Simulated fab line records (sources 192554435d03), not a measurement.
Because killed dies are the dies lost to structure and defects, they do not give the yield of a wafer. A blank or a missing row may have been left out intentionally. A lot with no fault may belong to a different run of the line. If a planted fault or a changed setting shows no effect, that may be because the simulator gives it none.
Lot-split experiment    flow n5_finfet    39 wafers read across 7 lots, on a route 1938 steps long

THE SPLIT ITSELF
At N5_GATE_CUT_DESCUM_18 (chemistry O2, time 7 s), the setting time_s was moved away from the recipe's 7 s on 12 of the 39 wafers read, by -49.6% to +33.3%. For the rest of the wafers, this setting stayed at what the recipe calls for.

The reading comes from the split's own step.

THE READING
CAR-EUV_of_GATE_CUT_COAT_07.thk_nm (the simulator's own value, which no gauge read), in nm, at N5_GATE_CUT_DESCUM_18 (chemistry O2, time 7 s). The file does not state a usual value for it. Here, 27 wafers ran the recipe; their average is 26.1 nm with a standard deviation of 0.13 nm.

wafer   tool, chamber at the split  time_s as run, s  against the recipe  CAR-EUV_of_GATE_CUT_COAT_07.thk_nm, nm  against lot-mates on the recipe
L075.2  rie_diel-02, 1,0,0          7                 recipe              26                                      -
L075.3  rie_diel-02, 1,0,0          7                 recipe              26                                      -
L075.4  rie_diel-02, 1,0,0          7                 recipe              26                                      -
L076.1  rie_diel-04, 0,1            3.525             -49.6%              28                                      +1.8
L076.3  rie_diel-04, 0,1            3.525             -49.6%              28                                      +1.8
L076.2  rie_diel-04, 2,1,0          7                 recipe              26.2                                    -
L076.4  rie_diel-04, 2,1,0          7                 recipe              26.2                                    -
L076.6  rie_diel-04, 2,1,0          7                 recipe              26.2                                    -
L076.5  rie_diel-04, 2              3.525             -49.6%              27.8                                    +1.6
L082.1  rie_diel-04, 2,0,2          7                 recipe              26.2                                    -
L082.4  rie_diel-04, 2,0,2          7                 recipe              26.2                                    -
L082.6  rie_diel-04, 2,0,2          7                 recipe              26.2                                    -
L082.2  rie_diel-04, 1,3,3          7                 recipe              26                                      -
L082.3  rie_diel-04, 1,3,3          7                 recipe              26                                      -
L082.5  rie_diel-04, 1,3,3          7                 recipe              26                                      -
L086.1  rie_diel-02, 0,1,2          3.605             -48.5%              27.8                                    +1.8
L086.3  rie_diel-02, 0,1,2          3.605             -48.5%              27.8                                    +1.8
L086.4  rie_diel-02, 0,1,2          3.605             -48.5%              27.8                                    +1.8
L086.2  rie_diel-02, 3,3,2          7                 recipe              26                                      -
L086.5  rie_diel-02, 3,3,2          7                 recipe              26                                      -
L086.6  rie_diel-02, 3,3,2          7                 recipe              26                                      -
L092.1  rie_diel-04, 0              7                 recipe              26.4                                    -
L092.2  rie_diel-04, 1,3,2,0,3      7                 recipe              26.2                                    -
L092.3  rie_diel-04, 1,3,2,0,3      7                 recipe              26.2                                    -
L092.4  rie_diel-04, 1,3,2,0,3      7                 recipe              26.2                                    -
L092.5  rie_diel-04, 1,3,2,0,3      7                 recipe              26.2                                    -
L092.6  rie_diel-04, 1,3,2,0,3      7                 recipe              26.2                                    -
L093.1  rie_diel-04, 3              7                 recipe              25.8                                    -
L093.2  rie_diel-04, 0,2            7                 recipe              26                                      -
L093.6  rie_diel-04, 0,2            7                 recipe              26                                      -
L093.3  rie_diel-04, 2,3            5.898             -15.7%              26.6                                    +0.7
L093.5  rie_diel-04, 2,3            5.898             -15.7%              26.6                                    +0.7
L093.4  rie_diel-04, 1              5.898             -15.7%              26.4                                    +0.5
L097.1  rie_diel-05, 0,1,1          7                 recipe              26.2                                    -
L097.3  rie_diel-05, 0,1,1          7                 recipe              26.2                                    -
L097.6  rie_diel-05, 0,1,1          7                 recipe              26.2                                    -
L097.2  rie_diel-05, 3              9.328             +33.3%              25.2                                    -1.0
L097.5  rie_diel-05, 3              9.328             +33.3%              25.2                                    -1.0
L097.4  rie_diel-05, 0              9.328             +33.3%              25                                      -1.2
Where a row lists several chambers, the file gives one row for several wafers and doesn't say which wafer went through which chamber.

FIT RESULTS
A straight line over all 39 wafers: CAR-EUV_of_GATE_CUT_COAT_07.thk_nm changes by -0.0341 nm for each +1% of time_s; r = -0.98; the points scatter about the line by 0.13 nm.
The same after taking each lot's own level away (the mean of its wafers on the recipe; 39 wafers): -0.0351 nm for each +1%; r = -0.99; scatter 0.083 nm.
According to that fit, moving time_s by its largest amount changes the reading by 1.7 nm.
From 25.93 to 26.23 nm: that is the span of the lots' own levels, equal to 2.4 times the standard deviation above.
So the lot-to-lot level changes the slope little: the two slopes agree.
Check: with one of the wafers moved furthest among these (-49.6%) left out of the fit, the line predicts +1.76 nm for it against its lot-mates. Against them it came out at +1.8 nm.

FURTHER SPLITS ON THESE WAFERS
Other splits were also applied to these wafers ahead of the reading. Each is held against what the fit with the lots' levels taken away leaves over:
other split on the same wafers         wafers away from the commonest value  r with CAR-EUV_of_GATE_CUT_COAT_07.thk_nm (lot level and that fit taken away)
N5_ZERO_LAYER_PECVD_02 time_s          15                                    -0.06
N5_FIN_SAQP_SPACER1_ALD_24 ald_cycles  15                                    +0.23
N5_DUMMY_GATE_DESCUM_20 time_s         15                                    +0.35

THE FILE'S OWN FIT
CAR-EUV_of_GATE_CUT_COAT_07.thk_nm changes by -0.0354 nm for each +1% of time_s, r = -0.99.
